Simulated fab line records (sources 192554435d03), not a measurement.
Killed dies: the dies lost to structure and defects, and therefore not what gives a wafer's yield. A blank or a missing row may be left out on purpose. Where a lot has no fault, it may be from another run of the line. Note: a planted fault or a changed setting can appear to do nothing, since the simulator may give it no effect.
One fault through the eyes of 2 desks || flow n5-finfet || only its own numbers are on each desk; what lay behind them is given at the end

METROLOGY DESK
Lot by lot, what the gauges showed, no matter which tool ran the lot: averages of those sampled wafers that carry a number. A lot is out of limits, marked OUT, if its mean lies more than 4 standard deviations from the usual mean; the brackets give that distance. It has 11 readings, of which 7 appear: the earliest out of limits, and the ones furthest out on some lot.
Columns: A = cd-nm at N5_BEOL_M1_CD_MEAS_28, usual 24.02 nm; B = DIBL_N at N5_BEOL_M4_RC_MEAS_101, usual 37.4 mV/V; C = IOFF_N at N5_BEOL_M4_RC_MEAS_101, usual 0.19 nA/um; D = IOFF_P at N5_BEOL_M4_RC_MEAS_101, usual 0.24 nA/um; E = ION_N at N5_BEOL_M4_RC_MEAS_101, usual 682 uA/um; F = VT_N at N5_BEOL_M4_RC_MEAS_101, usual 247 mV; G = VT_P at N5_BEOL_M4_RC_MEAS_101, usual -248 mV
{"lot": "L673", "first seen here": "day 6 20:29", "A": 23.74, "B": 39.7, "C": 0.24, "D": 0.28, "E": 698, "F": 243, "G": -247}
{"lot": "L678", "first seen here": "day 8 02:47", "A": "25.82 (+6.7) OUT", "B": 35.8, "C": 0.16, "D": 0.19, "E": 690, "F": 248, "G": -256}
{"lot": "L679", "first seen here": "day 8 10:04", "A": "25.79 (+6.5) OUT", "B": 39.3, "C": 0.24, "D": 0.30, "E": 698, "F": 245, "G": -243}
{"lot": "L680", "first seen here": "day 8 10:23", "A": 23.90, "B": 37.3, "C": 0.19, "D": 0.24, "E": 687, "F": 246, "G": -247}
{"lot": "L681", "first seen here": "day 8 17:50", "A": "25.80 (+6.6) OUT", "B": 39.7, "C": 0.24, "D": 0.29, "E": 706, "F": 243, "G": -245}
Finding of this desk: L678, L679, L681 out of limits; the first was L678 at day 8 02:47, on cd-nm at N5_BEOL_M1_CD_MEAS_28. In limits: L673, L680.

TOOL OWNER'S DESK, euv-scanner-02
The tool's own readings at N5_BEOL_M1_EXPOSE_25 (exposes mask V0, defocus 5 nm, target cd 24 nm): means of the sampled wafers that have a number, for each lot that ran on this tool. A lot is out of limits, marked OUT, if its mean lies more than 4 standard deviations from the usual mean; the brackets give that distance.
Columns: A = exposure-dose-mJ-cm2 at N5_BEOL_M1_EXPOSE_25, usual 63.01
{"lot": "L673", "first seen here": "day 6 20:20", "A": 63.05}
{"lot": "L678", "first seen here": "day 8 02:38", "A": "68.77 (+85) OUT"}
{"lot": "L679", "first seen here": "day 8 09:56", "A": "68.74 (+84) OUT"}
{"lot": "L681", "first seen here": "day 8 17:41", "A": "68.64 (+83) OUT"}
Finding of this desk: L678, L679, L681 out of limits; the first was L678 at day 8 02:38, on exposure-dose-mJ-cm2 at N5_BEOL_M1_EXPOSE_25. In limits: L673.

BROUGHT TOGETHER
The tool owner's desk had the chance to raise an alarm at day 8 02:38 on L678, L679, L681.
L678, L679, L681 would have let the metrology desk raise an alarm at day 8 02:47.
On euv-scanner-02, each named lot ran N5_BEOL_M1_EXPOSE_25.

WHAT THE SIMULATOR HAD INSERTED
Process parameters drifting: euv-scanner-02 at N5_BEOL_M1_EXPOSE_25, beginning at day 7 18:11. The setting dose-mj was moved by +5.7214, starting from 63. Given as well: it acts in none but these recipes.
Struck lots among those shown: L678, L679, L681.
Hours from the fault's start to each desk's first reading out of limits: the tool owner's desk, 8; the metrology desk, 9.
